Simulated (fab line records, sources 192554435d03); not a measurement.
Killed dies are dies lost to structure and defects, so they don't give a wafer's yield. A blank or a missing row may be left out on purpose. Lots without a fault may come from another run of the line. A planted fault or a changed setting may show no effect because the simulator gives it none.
One fault seen from 3 desks | flow n5_finfet | each desk has only its own numbers; what lay behind them comes last

THE TOOL OWNER'S DESK: litho_track-05
The tool's own readings at N5_BEOL_M9_COAT_22 (resist thk 30 nm): means of the sampled wafers that have a number, for each lot that ran on this tool. A lot is out of limits, marked OUT, if its mean lies more than 4 standard deviations from the usual mean; the brackets give that distance.
Columns: A = spin_speed_rpm at N5_BEOL_M9_COAT_22, usual 1500.0 rpm
lot  | first seen here | A
L506 | day 10 05:37    | 1499.8
L511 | day 11 09:37    | 1374.9 (-99 or more) OUT
L510 | day 11 16:29    | 1374.8 (-99 or more) OUT
This desk's finding: out of limits on L510, L511; first on L511, day 11 09:37 (spin_speed_rpm at N5_BEOL_M9_COAT_22). In limits: L506.

THE DEFECT DESK
What the inspections along the route counted, lot by lot: means of the sampled wafers that have a number. A lot is out of limits, marked OUT, if its mean lies more than 4 standard deviations from the usual mean; the brackets give that distance.
Columns: A = raw_defect_count at N5_BEOL_M9_INSPECT_13, usual 432; B = raw_defect_count at N5_BEOL_M9_INSPECT_30, usual 434
lot  | first seen here | A   | B
L505 | day 10 02:54    | 404 | 389
L506 | day 10 03:04    | 462 | 492
L511 | day 11 08:22    | 418 | 447
L510 | day 11 11:14    | 356 | 369
L521 | day 14 03:58    | 344 | 351
L522 | day 14 04:29    | 434 | 458
This desk's finding: nothing out of limits on any of the 6 lots.

THE METROLOGY DESK
What the gauges read, lot by lot, whatever tool the lot ran on: means of the sampled wafers that have a number. A lot is out of limits, marked OUT, if its mean lies more than 4 standard deviations from the usual mean; the brackets give that distance.
Columns: A = cd_nm at N5_BEOL_M9_CD_MEAS_18, usual 70.0 nm; B = cd_nm at N5_BEOL_M9_CD_MEAS_28, usual 70.10 nm; C = V8_OVL at N5_BEOL_M9_OVL_MEAS_29, usual -0.2 nm
lot  | first seen here | A    | B     | C
L505 | day 10 03:27    | 69.8 | 70.07 | 0.5
L506 | day 10 03:39    | 70.5 | 69.98 | -0.1
L511 | day 11 08:51    | 69.4 | 69.94 | -1.1
L510 | day 11 13:04    | 69.4 | 70.27 | -0.4
L521 | day 14 04:33    | 70.9 | 69.84 | 0.1
L522 | day 14 04:58    | 69.9 | 70.23 | 1.2
This desk's finding: nothing out of limits on any of the 6 lots.

PUT TOGETHER
The tool owner's desk could have raised an alarm at day 11 09:37, on L510, L511.
The defect desk saw nothing out of limits.
The metrology desk saw nothing out of limits.
The defect desk has L510, L511 on record, within its limits.
The metrology desk has L510, L511 on record, within its limits.
Of the lots named, all ran N5_BEOL_M9_COAT_22 on litho_track-05.

WHAT THE SIMULATOR HAD PUT IN
Process parameter drift: litho_track-05, from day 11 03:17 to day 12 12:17, at N5_BEOL_M9_COAT_22. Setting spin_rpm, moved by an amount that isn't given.
Lots struck among those shown: L510, L511.
Hours from the fault's start to each desk's first reading out of limits: the tool owner's desk, 6.
